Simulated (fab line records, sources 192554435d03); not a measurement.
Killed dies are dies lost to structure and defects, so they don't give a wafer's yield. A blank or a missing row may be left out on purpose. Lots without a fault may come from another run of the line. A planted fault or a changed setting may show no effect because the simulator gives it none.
Which tool did it? | flow n5_finfet | 24 lots, 72 wafers sampled, at 4 steps of a route of 1938

WHAT THE GAUGES READ, wafer by wafer
N5_BEOL_M4_CD_MEAS_18: pitch 36 nm, target cd 18 nm.
lot  | measured     | on        | cd_nm (nm)
L074 | day 7 10:01  | cd_sem-01 | 17.5 17.6 18.0
L077 | day 7 21:14  | cd_sem-03 | 17.8 18.4 18.4
L075 | day 8 00:52  | cd_sem-03 | 18.3 17.7 17.4
L076 | day 8 05:40  | cd_sem-03 | 18.0 17.6 17.8
L078 | day 8 10:29  | cd_sem-01 | 18.6 17.7 18.6
L079 | day 9 19:17  | cd_sem-01 | 18.2 17.4 18.0
L080 | day 9 19:36  | cd_sem-02 | 18.0 17.6 17.8
L082 | day 10 00:49 | cd_sem-03 | 18.1 18.0 17.9
L081 | day 10 01:28 | cd_sem-01 | 17.3 17.4 17.9
L083 | day 10 05:14 | cd_sem-01 | 18.1 17.7 17.8
L084 | day 10 11:53 | cd_sem-01 | 18.8 18.3 18.4
L085 | day 10 15:40 | cd_sem-03 | 17.4 17.5 17.7
L087 | day 11 08:36 | cd_sem-01 | 18.2 18.5 17.3
L088 | day 11 09:27 | cd_sem-01 | 18.0 17.6 17.6
L086 | day 11 11:49 | cd_sem-01 | 17.6 17.3 18.4
L089 | day 11 12:19 | cd_sem-01 | 17.9 17.7 17.5
L090 | day 11 18:47 | cd_sem-02 | 18.5 18.0 18.5
L091 | day 12 00:28 | cd_sem-03 | 17.5 17.2 17.4
L092 | day 12 17:22 | cd_sem-03 | 17.6 17.8 17.1
L093 | day 13 00:02 | cd_sem-02 | 18.3 18.3 18.6
L095 | day 13 04:44 | cd_sem-03 | 17.2 17.7 17.4
L094 | day 13 05:51 | cd_sem-03 | 17.7 18.0 18.1
L096 | day 13 12:26 | cd_sem-02 | 18.4 18.1 17.1
L097 | day 14 23:26 | cd_sem-01 | 18.1 18.5 18.8

N5_BEOL_M4_OVL_MEAS_29.
lot  | measured     | on         | V3_OVL (nm)
L074 | day 7 10:29  | overlay-01 | 0.0 -0.1 0.1
L077 | day 7 21:43  | overlay-01 | -0.2 -0.8 -0.6
L075 | day 8 01:20  | overlay-01 | 1.0 0.7 0.6
L076 | day 8 06:01  | overlay-01 | 0.3 0.8 0.9
L078 | day 8 10:51  | overlay-02 | 1.5 2.4 1.1
L079 | day 9 19:46  | overlay-01 | 0.3 0.1 -0.7
L080 | day 9 20:05  | overlay-02 | 0.3 -0.5 -1.1
L082 | day 10 01:17 | overlay-01 | 0.1 -0.3 0.2
L081 | day 10 01:56 | overlay-01 | 0.5 1.6 1.1
L083 | day 10 05:35 | overlay-02 | 0.6 -0.3 1.0
L084 | day 10 12:22 | overlay-02 | 0.5 -0.2 -0.2
L085 | day 10 16:01 | overlay-02 | 0.0 0.3 0.4
L087 | day 11 09:05 | overlay-01 | 0.4 1.1 1.6
L088 | day 11 09:56 | overlay-01 | 1.1 0.0 1.1
L086 | day 11 12:17 | overlay-01 | 0.3 0.3 0.5
L089 | day 11 12:40 | overlay-02 | 0.6 0.7 0.7
L090 | day 11 19:16 | overlay-01 | 0.8 -0.5 -0.1
L091 | day 12 00:57 | overlay-02 | 1.0 0.2 0.9
L092 | day 12 17:51 | overlay-02 | 1.0 0.8 0.6
L093 | day 13 00:23 | overlay-02 | 0.0 -0.7 0.0
L095 | day 13 05:13 | overlay-01 | 1.7 1.4 0.9
L094 | day 13 06:13 | overlay-01 | 0.4 -0.7 0.3
L096 | day 13 12:55 | overlay-01 | 0.3 -0.6 0.2
L097 | day 14 23:48 | overlay-01 | -0.1 0.6 0.0

N5_BEOL_M4_OCD_MEAS_38.
lot  | measured     | on     | trench_depth_nm (nm)
L074 | day 7 15:23  | ocd-02 | 55.8 54.9 55.4
L077 | day 8 05:10  | ocd-02 | 52.9 56.7 54.5
L075 | day 8 08:49  | ocd-01 | 54.1 55.4 55.4
L076 | day 8 08:56  | ocd-02 | 54.5 55.5 55.5
L078 | day 8 21:40  | ocd-02 | 54.8 55.5 55.2
L079 | day 9 23:34  | ocd-02 | 54.3 55.0 54.5
L080 | day 10 00:13 | ocd-01 | 55.0 54.7 55.8
L082 | day 10 04:11 | ocd-02 | 56.8 56.5 53.1
L081 | day 10 07:02 | ocd-02 | 55.1 55.4 55.4
L083 | day 10 10:29 | ocd-01 | 55.6 55.5 54.9
L084 | day 11 07:43 | ocd-01 | 53.9 57.3 55.1
L085 | day 11 07:35 | ocd-01 | 54.2 54.7 55.1
L087 | day 11 10:49 | ocd-01 | 57.0 55.7 57.0
L088 | day 11 11:23 | ocd-01 | 54.0 54.6 53.9
L086 | day 11 14:20 | ocd-02 | 55.2 55.2 55.8
L089 | day 11 18:21 | ocd-02 | 55.9 55.6 55.5
L090 | day 12 00:32 | ocd-01 | 55.8 55.7 54.9
L091 | day 12 11:15 | ocd-01 | 53.0 55.8 53.3
L092 | day 12 19:46 | ocd-01 | 53.3 54.2 54.3
L093 | day 13 06:18 | ocd-02 | 55.2 55.2 55.0
L095 | day 13 22:49 | ocd-01 | 54.5 55.3 55.2
L094 | day 14 04:40 | ocd-01 | 55.0 54.6 55.3
L096 | day 14 07:41 | ocd-02 | 54.5 53.8 56.2
L097 | day 15 07:45 | ocd-01 | 55.3 57.2 57.4

WHICH TOOL RAN EACH LOT (tool, then ch and the chambers of the sampled wafers, then the start)
lot  | N5_BEOL_M4_ETCH_64
L074 | rie_diel-06 ch 2,3, day 7 09:37
L077 | rie_diel-01 ch 1,3, day 7 20:53
L075 | rie_diel-02 ch 0,1,2, day 8 00:26
L076 | rie_diel-01 ch 0,1,2, day 8 05:13
L078 | rie_diel-01 ch 2,3, day 8 10:05
L079 | rie_diel-01 ch 1,2,3, day 9 18:55
L080 | rie_diel-06 ch 0,3, day 9 19:10
L082 | rie_diel-01 ch 0,2,3, day 10 00:28
L081 | rie_diel-06 ch 0,3, day 10 01:05
L083 | rie_diel-01 ch 0,1,3, day 10 04:51
L084 | rie_diel-02 ch 0,2,3, day 10 11:31
L085 | rie_diel-06 ch 0,1,3, day 10 15:17
L087 | rie_diel-01 ch 1,2,3, day 11 08:15
L088 | rie_diel-06 ch 0,2,3, day 11 09:01
L086 | rie_diel-01 ch 0,2,3, day 11 11:27
L089 | rie_diel-01 ch 0,1,3, day 11 11:51
L090 | rie_diel-02 ch 0,1, day 11 18:25
L091 | rie_diel-06 ch 0,2,3, day 12 00:05
L092 | rie_diel-06 ch 1,2, day 12 17:00
L093 | rie_diel-01 ch 0,2,3, day 12 23:36
L095 | rie_diel-06 ch 0,1,2, day 13 04:23
L094 | rie_diel-02 ch 1,2,3, day 13 05:30
L096 | rie_diel-01 ch 1,2,3, day 13 11:52
L097 | rie_diel-01 ch 1,2,3, day 14 23:04
- N5_BEOL_M4_ETCH_64: etches SOC in N2/H2, target depth 75 nm, overetch 22.5 nm, time 121.9 s.

WHAT THE TOOLS THEMSELVES READ (means of the sampled wafers that have a number; where no wafer has one, the mark that the record gives instead)
N5_BEOL_M4_ETCH_64.
lot  | tool        | drypump_motor_current_A (A) | oes_product_au (a.u.) | rf_vpp_V (V) | showerhead_plenum_p_Torr (Torr) | throttle_valve_pct (%)
L074 | rie_diel-06 | 5.6                         | 0.57                  | 522.8        | 2.51                            | 17.98
L077 | rie_diel-01 | 5.7                         | 0.60                  | 524.1        | 2.54                            | 17.83
L075 | rie_diel-02 | 5.6                         | 0.57                  | 522.0        | 2.46                            | 17.93
L076 | rie_diel-01 | 5.7                         | 0.64                  | 524.8        | 2.58                            | 17.81
L078 | rie_diel-01 | 5.7                         | 0.57                  | 522.9        | 2.53                            | 17.99
L079 | rie_diel-01 | 5.7                         | 0.61                  | 524.4        | 2.55                            | 17.87
L080 | rie_diel-06 | 5.4                         | 0.55                  | 523.4        | 2.55                            | 18.08
L082 | rie_diel-01 | 5.7                         | 0.59                  | 524.1        | 2.55                            | 17.98
L081 | rie_diel-06 | 5.7                         | 0.56                  | 522.1        | 2.50                            | 18.09
L083 | rie_diel-01 | 5.7                         | 0.61                  | 524.1        | 2.55                            | 17.83
L084 | rie_diel-02 | 5.5                         | 0.55                  | 522.2        | 2.49                            | 18.15
L085 | rie_diel-06 | 5.4                         | 0.61                  | 522.7        | 2.51                            | 17.94
L087 | rie_diel-01 | 5.7                         | 0.60                  | 524.3        | 2.55                            | 17.90
L088 | rie_diel-06 | 5.4                         | 0.54                  | 524.5        | 2.55                            | 18.05
L086 | rie_diel-01 | 5.7                         | 0.58                  | 524.0        | 2.54                            | 18.00
L089 | rie_diel-01 | 5.7                         | 0.60                  | 524.0        | 2.55                            | 17.85
L090 | rie_diel-02 | 5.8                         | 0.57                  | 522.1        | 2.46                            | 17.82
L091 | rie_diel-06 | 5.4                         | 0.53                  | 523.6        | 2.55                            | 18.05
L092 | rie_diel-06 | 5.1                         | 0.58                  | 525.1        | 2.57                            | 17.85
L093 | rie_diel-01 | 5.7                         | 0.57                  | 523.6        | 2.54                            | 18.03
L095 | rie_diel-06 | 5.2                         | 0.57                  | 523.9        | 2.56                            | 17.92
L094 | rie_diel-02 | 5.2                         | 0.54                  | 522.9        | 2.52                            | 18.22
L096 | rie_diel-01 | 5.7                         | 0.59                  | 523.2        | 2.54                            | 17.93
L097 | rie_diel-01 | 5.7                         | 0.57                  | 523.6        | 2.53                            | 17.93

THE ANSWER, worked out from the rows above alone
Rule: what is usual is taken from the lots themselves. Put in order of their means at a reading, lots are off if they are a third of the lots or fewer, leave a main group of 4 or more, and stand apart from it by a gap of 3 or more times the standard deviation of the main group's means; of several such gaps the widest counts. A main group whose means are all the same, to the digits that the tables above print for the reading, isn't used. A lot without any number at a reading at which 4 lots or more have one is off too. The other lots that the step has rows for count as sound. The gauges are gone through in route order, then the tools' own readings, and for those a lot's mean is taken as printed above. The first step at which some lot is off is used, and at that step the reading that is off furthest; a lot without a number counts as furthest.
No lot is off at any reading shown: from this, nothing can be told.

WHAT THE SIMULATOR HAD PUT IN
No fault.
